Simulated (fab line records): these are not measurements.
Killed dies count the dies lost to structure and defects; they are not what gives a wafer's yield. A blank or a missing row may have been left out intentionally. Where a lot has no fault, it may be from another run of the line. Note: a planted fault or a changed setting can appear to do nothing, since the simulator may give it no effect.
Code-filled problem report in 8D (eight disciplines) form | flow n5 finfet | the parts of the form that need people (team, actions taken, sign-off) are left out

## 1. THE PROBLEM
Wafers without a fault read 91.4 s, standard deviation 0.5; run length s at N5_BEOL_M15_ETCH_59 reads a mean of 85.0 s on 2 wafers belonging to 2 lots. Relative to the usual mean, that is a shift of -13 standard deviations.
The step: etches BARC in N2/H2, target depth 89 nm, overetch 26.7 nm, time 67.9 s.
Earliest sighting: wafer L216.5 on rie diel-05 at day 15 15:55. The record has a number at this step for 30 wafers belonging to 10 lots. The rule behind "out" and "out of limits": a value lying over 4 standard deviations away from the usual mean. Any other wafer with a number is counted as sound.

## 2. WHAT THIS IS AND IS NOT
question                    | is                | is not
which readings at this step | run length s      | drypump motor current A, oes product au, rf vpp V, showerhead plenum p Torr, throttle valve pct
which lots                  | L216, L218        | L200, L201, L202, L205, L206, L207, L209, L217
which wafers of those lots  | L216.5, L218.1    | L216.2, L216.3, L218.5, L218.6
read on which tools         | rie diel-05       | rie diel-02, rie diel-06
when                        | from day 15 15:55 | up to then (23 sound wafers); but 5 sound wafers of L217, L218 came after

## 3. WHAT RULES OUT EACH SUSPECT
Counting: a tool at a process step up to the reading stays a suspect if it ran every lot that is out. Sound lots after the first of them don't rule it out here, since some wafers of a struck lot are sound.
- rie diel-04 at N5_BEOL_M14_STRIP_37 (strips in O2): kept. Every lot that is out went through it, the first being L216 (day 15 13:18); the last sound lot it ran before that was L205 (day 12 15:22).
- rie diel-05 at N5_BEOL_M15_ETCH_59 (etches BARC in N2/H2, target depth 89 nm, overetch 26.7 nm, time 67.9 s): kept. Every lot that is out went through it, the first being L216 (day 15 15:55); the last sound lot it ran before that was L205 (day 12 18:50). On those wafers its own readings are out: run length s.
- Within rie diel-05 at N5_BEOL_M15_ETCH_59: the wafers that are out ran in chamber 0; their sound lot-mates ran in chambers 1, 2, 3.
Remaining after the count are rie diel-04 at N5_BEOL_M14_STRIP_37 and rie diel-05 at N5_BEOL_M15_ETCH_59.

## 4. THE CAUSE (what the simulator had put in)
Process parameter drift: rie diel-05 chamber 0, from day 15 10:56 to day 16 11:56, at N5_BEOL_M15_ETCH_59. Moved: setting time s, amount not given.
Counting left 2 suspects, and this tool is among them.

## 5. SEQUENCE OF EFFECTS, ordered by route
Each row: a reading where the mean over the struck wafers with a number is more than 3 standard deviations away from the usual. Only readings for which the record gives a usual standard deviation are gone through. hours: the time from each lot's start at the first step in this table that gives one to its start at this step, as a median over the lots. sigmas: the change in usual standard deviations.
hours | step                | reading      | usual  | on struck wafers | change | sigmas
0     | N5_BEOL_M15_ETCH_59 | run length s | 91.4 s | 85.0             | -6.4   | -13
It contains these process steps:
- N5_BEOL_M15_ETCH_59: etches BARC in N2/H2, target depth 89 nm, overetch 26.7 nm, time 67.9 s.

## 6. HOW IT WOULD HAVE BEEN CAUGHT EARLIER
In this record the first reading out of limits was taken at day 15 15:55, 5 hours after the fault began at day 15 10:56.
